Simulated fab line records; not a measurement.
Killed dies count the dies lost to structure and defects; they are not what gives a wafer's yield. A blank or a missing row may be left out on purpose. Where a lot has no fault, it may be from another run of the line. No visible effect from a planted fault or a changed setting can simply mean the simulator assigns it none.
Which tool was responsible? ; flow nand-harc ; Sampling: 10 lots, 30 wafers, 4 of 1302 route steps

== WHAT THE GAUGES SHOWED, per wafer ==
NHARC_A_SLIT_CD_MEAS_09: the cd target is 300 nm.
lot;measured;on;cd-nm (nm)
L183;day 20 02:32;cd-sem-02;300.1 299.8 300.4
L188;day 21 16:52;cd-sem-03;298.7 299.6 299.8
L190;day 23 06:07;cd-sem-01;298.2 299.4 299.3
L191;day 23 13:38;cd-sem-01;305.3 304.7 305.4 305.4 304.9 305.2
L192;day 23 13:40;cd-sem-03;305.2 305.1 304.3 305.1 304.8 304.8
L194;day 24 03:18;cd-sem-01;303.3 302.7 302.9 303.3 302.9 303.4
L195;day 25 06:07;cd-sem-02;299.5 299.8 299.6
L197;day 25 03:13;cd-sem-03;302.7 303.2 303.5 302.2 303.3 303.0
L202;day 27 15:53;cd-sem-02;299.6 300.4 299.6
L203;day 28 09:05;cd-sem-02;299.8 299.7 300.3

== EACH LOT AND THE TOOL THAT RAN IT (in order: tool; ch and the chambers of the sampled wafers; start) ==
lot;NHARC_A_SGD_CUT_ETCH_15;NHARC_A_SGD_CUT_ETCHBACK_24;NHARC_A_SLIT_EXPOSE_06
L183;rie-diel-13 ch 1,3, day 19 20:42 or earlier;rie-diel-13 ch 0,3, day 19 20:42;arfi-scanner-02 ch 0, day 20 02:24
L188;rie-diel-13 ch 0,1, day 21 10:05 or earlier;rie-diel-12 ch 0,2,3, day 21 10:05;arfi-scanner-02 ch 0, day 21 16:44
L190;rie-diel-02 ch 1,2,3, day 23 00:59 or earlier;rie-diel-02 ch 1,2,3, day 23 00:59;arfi-scanner-02 ch 0, day 23 05:59
L191;rie-diel-13 ch 0,1,2, day 23 06:58 or earlier;rie-diel-02 ch 0,1,2, day 23 06:58;arfi-scanner-02 ch 0, day 23 13:29
L192;rie-diel-12 ch 2,3, day 23 07:07 or earlier;rie-diel-12 ch 0,1,3, day 23 07:07;arfi-scanner-02 ch 0, day 23 13:31
L194;rie-diel-02 ch 1,3, day 23 22:01 or earlier;rie-diel-13 ch 2,3, day 23 22:01;arfi-scanner-02 ch 0, day 24 03:10
L195;rie-diel-02 ch 0,2,3, day 24 22:13 or earlier;rie-diel-13 ch 0,2, day 24 22:13;arfi-scanner-01 ch 0, day 25 05:58
L197;rie-diel-02 ch 0,2, day 24 22:13 or earlier;rie-diel-12 ch 0,2, day 24 22:13;arfi-scanner-02 ch 0, day 25 03:04
L202;rie-diel-13 ch 1,2,3, day 27 08:50 or earlier;rie-diel-13 ch 0,2,3, day 27 08:50;arfi-scanner-01 ch 0, day 27 15:44
L203;rie-diel-13 ch 0,1,3, day 28 03:12 or earlier;rie-diel-12 ch 0,2, day 28 03:12;arfi-scanner-01 ch 0, day 28 08:57
- NHARC_A_SGD_CUT_ETCH_15: etches the open film in CH3F/O2, target depth 75 nm, time 64.3 s.
- NHARC_A_SGD_CUT_ETCHBACK_24: etches the open film in CH3F/O2, target depth 50 nm, time 92.857 s.
- NHARC_A_SLIT_EXPOSE_06: exposes mask SLIT.

== THE ANSWER, worked out from the rows above alone ==
Rule: what is usual is taken from the lots themselves. Put in order of their means at a reading, lots are off if they are a third of the lots or fewer, leave a main group of 4 or more, and stand apart from it by a gap of 3 or more times the standard deviation of the main group's means; of several such gaps the widest counts. If all means in a main group match to the digits the tables above print for the reading, that group is not used. Also off: a lot with no number at a reading for which 4 or more lots have one. The other lots that the step has rows for count as sound.
None of the lots is off at any reading shown; this tells nothing.

== WHAT WAS PUT IN BY THE SIMULATOR ==
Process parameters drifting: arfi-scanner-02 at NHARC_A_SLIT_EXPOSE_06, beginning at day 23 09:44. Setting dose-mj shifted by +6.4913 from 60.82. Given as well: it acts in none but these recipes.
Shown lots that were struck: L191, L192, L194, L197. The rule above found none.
